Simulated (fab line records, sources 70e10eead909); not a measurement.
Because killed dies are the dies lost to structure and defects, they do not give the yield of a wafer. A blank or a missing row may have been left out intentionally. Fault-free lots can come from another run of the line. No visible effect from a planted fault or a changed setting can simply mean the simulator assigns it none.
A struck lot beside a sound one || flow nand-harc || 13 out of 1159 route steps
Sound: these wafers, L759.1, L759.2, L759.5. Wafers L762.3, L762.4, L762.6 were the ones struck. The cause is named last.
Order at every step that has rows: each side's tool, ch and its chambers, its first start. Under that, the readings that differ: sound wafers || struck wafers || difference of the means || sigmas: that difference in standard deviations of wafers without a fault.
alike: words and numbers the same on both sides, and readings whose means are apart by under 2 such deviations; not compared: readings that were withheld, readings missing a value for some wafer, numbers with overlapping values and no deviation given by the record, and bounds like >300 which may hide the same value.
A row with sigmas, a row that says differs or no value, or rows on one side alone: a step with any of these is where the two part. Numbers that have no deviation but don't overlap get no sigmas and don't part them. A reading missing from all wafers of one side parts the sides only when that side holds two or more wafers.

NHARC_P_STI_INSPECT_25:
  struck on defect-inspect-02, day 6 16:56; sound on defect-inspect-01, day 5 21:29
  alike: raw-defect-count
then, 11 steps without rows for these wafers: NHARC_P_GATE_ETCH_69 (etches SiO2 in dHF, target depth 14 nm); NHARC_P_GATE_PRECLEAN_70 (cleans in SC1); NHARC_P_GATE_SRD_01; NHARC_P_GATE_OXIDE_02 (material SiO2, target thk 37.5 nm, ox time 365 s); NHARC_P_GATE_DEHYDRATE_03 (time 120 s); NHARC_P_GATE_HMDS_04 (time 30 s); NHARC_P_GATE_COAT_05; NHARC_P_GATE_SOFTBAKE_06 (time 95 s); NHARC_P_GATE_EBR_07; NHARC_P_GATE_EXPOSE_08 (exposes mask P HV); NHARC_P_GATE_PEB_09 (peb time 85 s).
NHARC_P_GATE_DEVELOP_10: time 70 s.
  sound on litho-track-07 ch 0, day 6 05:00; struck on litho-track-05, day 7 01:00
  no value came back on the struck wafers for chill-plate-temp-C (C), exhaust-pa (Pa); on the sound wafers chill-plate-temp-C (C) reads 22.84 23.03 22.94

== WHERE THEY PART ==
Only at NHARC_P_GATE_DEVELOP_10, within this record.

WHY: what the simulator had put in
Entire step skipped (litho-track-05, NHARC_P_GATE_DEVELOP_10), from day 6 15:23 onward. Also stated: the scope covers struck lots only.
